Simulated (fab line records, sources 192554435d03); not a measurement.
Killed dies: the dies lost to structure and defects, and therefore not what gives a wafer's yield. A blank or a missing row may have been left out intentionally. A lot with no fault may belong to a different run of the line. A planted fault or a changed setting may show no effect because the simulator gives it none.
Chamber matching :: flow n5 finfet :: N5_BEOL_M2_PRE_CLEAN_60 on cvd co-02: 3 sister chambers
The step time 15 s. 6 wafers are shown with their chamber, then 6 later ones without.

WAFERS, EACH WITH ITS CHAMBER
wafer: L727.1
chamber: 1
heater power w (W): 150

wafer: L727.3
chamber: 2
heater power w (W): 97

wafer: L728.2
chamber: 2
heater power w (W): 97

wafer: L728.5
chamber: 0
heater power w (W): 111

wafer: L733.3
chamber: 0
heater power w (W): 113

wafer: L733.5
chamber: 1
heater power w (W): 150

WAFERS WHOSE CHAMBER IS MISSING
wafer: L741.2
heater power w (W): 110

wafer: L741.4
heater power w (W): 98

wafer: L741.5
heater power w (W): 156

wafer: L743.1
heater power w (W): 111

wafer: L743.4
heater power w (W): 97

wafer: L743.5
heater power w (W): 114

WHICH CHAMBER EACH WENT THROUGH
wafer: L741.2
from the rows above: 0
in truth: 0

wafer: L741.4
from the rows above: 2
in truth: 2

wafer: L741.5
from the rows above: 1
in truth: 1

wafer: L743.1
from the rows above: 0
in truth: 0

wafer: L743.4
from the rows above: 2
in truth: 2

wafer: L743.5
from the rows above: 0
in truth: 0
Placed correctly: 6 of 6. Left unplaced by these rows: 0. Wrongly placed: 0.
How it was worked out, from the rows above alone: a wafer's distance from a chamber is the root of the sum, over the readings, of the square of ((its reading less the chamber's mean) divided by the reading's scatter). If the next closest chamber is less than 2 further off than the closest, the wafer can't be placed; otherwise it belongs to the closest. Each chamber's mean is taken over the wafers shown for it. The scatter is the square root of a quotient: the sum, over the shown wafers, of each reading's squared deviation from its chamber's mean, divided by wafers minus chambers.
